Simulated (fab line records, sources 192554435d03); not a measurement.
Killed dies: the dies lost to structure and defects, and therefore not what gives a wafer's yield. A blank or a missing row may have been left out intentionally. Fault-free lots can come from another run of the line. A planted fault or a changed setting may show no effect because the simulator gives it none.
A lot that was struck, set against a sound lot / flow n5Finfet / 13 steps out of a route of 1938
Sound: wafers L396.2, L396.4, L396.6. Struck: wafers L398.4, L398.5, L398.6. Last of all comes the cause.
Each step with rows lists, per side, the tool, then ch with its chambers, then its first start. Under that, the readings that differ: sound wafers / struck wafers / difference of the means / sigmas: that difference in standard deviations of wafers without a fault.
alike: readings whose means differ by less than 2 such deviations, and words and numbers that are the same on both sides. not compared: withheld readings, readings that some wafer has no value for, bounds like >300 that may hide the same value, and numbers for which the record gives no deviation and whose values overlap.
A row with sigmas, a row that says differs or no value, or rows on one side alone: a step with any of these is where the two part. Numbers that have no deviation but don't overlap get no sigmas and don't part them. Lack of a reading on every wafer of one side parts them only where that side has two or more wafers.

N5_GATE_CUT_SAC_CAP_01: material SiNx, target thk 24 nm, pulse time 1 s, ald cycles 480.
  sound on aldSin-04 ch 1,2,3, day 4 14:34; struck on aldSin-01 ch 0,2,3, day 5 05:16
  alike: heaterPowerW, precursorPulseHeightRel, susceptorTempC
N5_GATE_CUT_PECVD_57: deposits SiNx from SiH4/NH3/N2, target thk 21 nm.
  sound on pecvd-01 ch 1,2, day 4 16:46; struck on pecvd-02 ch 0,1,2, day 5 07:29
  alike: heaterPowerW, showerheadPlenumPTorr, susceptorTempC, throttleValvePct
N5_GATE_CUT_CMP_02: polishes, stops on SiO2, t overpolish 12.7 s, target thk 0 nm.
  sound on cmp-03 ch 1,3, day 4 16:50; struck on cmp-04 ch 1,2, day 5 07:35
  alike: motorCurrentA, overpolishRunS, timeToEndpointS
N5_GATE_CUT_HM_DEP_46: deposits SiO2 from TEOS/O2, target thk 130 nm, time 26.6 s.
  sound on pecvd-02 ch 0, day 4 17:10; struck on pecvd-03 ch 0,1,2, day 5 07:53
  alike: heaterPowerW, showerheadPlenumPTorr, susceptorTempC, throttleValvePct
then, 7 steps without rows for these wafers: N5_GATE_CUT_COAT_34 (time 60 s, resist thk 60 nm); N5_GATE_CUT_COAT_35 (time 60 s, resist thk 10 nm); N5_GATE_CUT_COAT_27 (time 60 s, resist thk 10 nm); N5_GATE_CUT_COAT_07 (resist thk 30 nm); N5_GATE_CUT_EBR_09; N5_GATE_CUT_SOFTBAKE_08 (time 60 s); N5_GATE_CUT_EXPOSE_10 (exposes mask GATE CUT, target cd 20 nm).
N5_GATE_CUT_PEB_11: peb time 60 s.
  struck on lithoTrack-04, day 5 08:08; sound on lithoTrack-05 ch 0, day 4 17:28
  no value came back on the struck wafers for chillPlateTempC (C), exhaustPa (Pa), heaterPowerTotalW (W); on the sound wafers chillPlateTempC (C) reads 22.97 23.07 22.98
then, 1 step without rows for these wafers: N5_GATE_CUT_DEVELOP_12 (develop time 30 s).

WHERE THEY PART
Only at N5_GATE_CUT_PEB_11, as far as this record shows.

WHY: the cause the simulator had injected
Beginning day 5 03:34, the whole step at N5_GATE_CUT_PEB_11 was skipped on lithoTrack-04. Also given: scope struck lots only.
